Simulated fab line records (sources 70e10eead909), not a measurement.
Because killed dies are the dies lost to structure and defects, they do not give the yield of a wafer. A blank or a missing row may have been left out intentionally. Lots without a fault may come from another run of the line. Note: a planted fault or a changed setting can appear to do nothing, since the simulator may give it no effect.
Chamber matching	flow nandHarc	NHARC_P_STI_ETCH_42 on rieDiel-09: 4 sister chambers
The step etches the open film in N2/H2, target depth 80 nm, overetch 24 nm, time 61 s. 8 wafers are shown with their chamber, then 10 later ones without.

WAFERS PAIRED WITH THEIR CHAMBERS
wafer	chamber	drypumpMotorCurrentA (A)	oesProductAu (a.u.)
L075.3	0	6.1	0.988
L075.6	0	6.1	0.987
L083.6	2	5.8	0.990
L085.1	1	6.1	0.995
L085.3	3	6.8	1.013
L085.6	1	6.2	0.977
L089.3	3	6.8	1.011
L089.4	2	5.8	0.985

WAFERS WITH NO CHAMBER GIVEN
wafer	drypumpMotorCurrentA (A)	oesProductAu (a.u.)
L089.6	5.8	0.968
L093.2	5.7	0.996
L093.3	6.2	0.983
L093.4	6.1	0.993
L096.1	5.8	0.991
L096.2	6.8	1.019
L096.4	6.1	0.995
L097.1	6.0	1.013
L097.2	6.2	0.978
L097.3	6.8	1.022

THE CHAMBER EACH PASSED THROUGH
wafer	from the rows above	in truth
L089.6	2	2
L093.2	2	2
L093.3	can't be placed: 1 or 0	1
L093.4	can't be placed: 0 or 1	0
L096.1	2	2
L096.2	3	3
L096.4	can't be placed: 0 or 1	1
L097.1	can't be placed: 0 or 1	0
L097.2	can't be placed: 1 or 0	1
L097.3	3	3
Correct placement for 5 of the 10. Not placeable from these rows: 5 (in 5, the candidates include the true chamber). Number placed wrongly: 0.
How it was worked out, from the rows above alone: a wafer's distance from a chamber is the root of the sum, over the readings, of the square of ((its reading less the chamber's mean) divided by the reading's scatter). If the next closest chamber is less than 2 further off than the closest, the wafer can't be placed; otherwise it belongs to the closest. A chamber's mean is the mean of its shown wafers. The scatter: take each reading less its chamber's mean, square it, sum over the shown wafers, divide by the number of wafers less the number of chambers, and take the root.
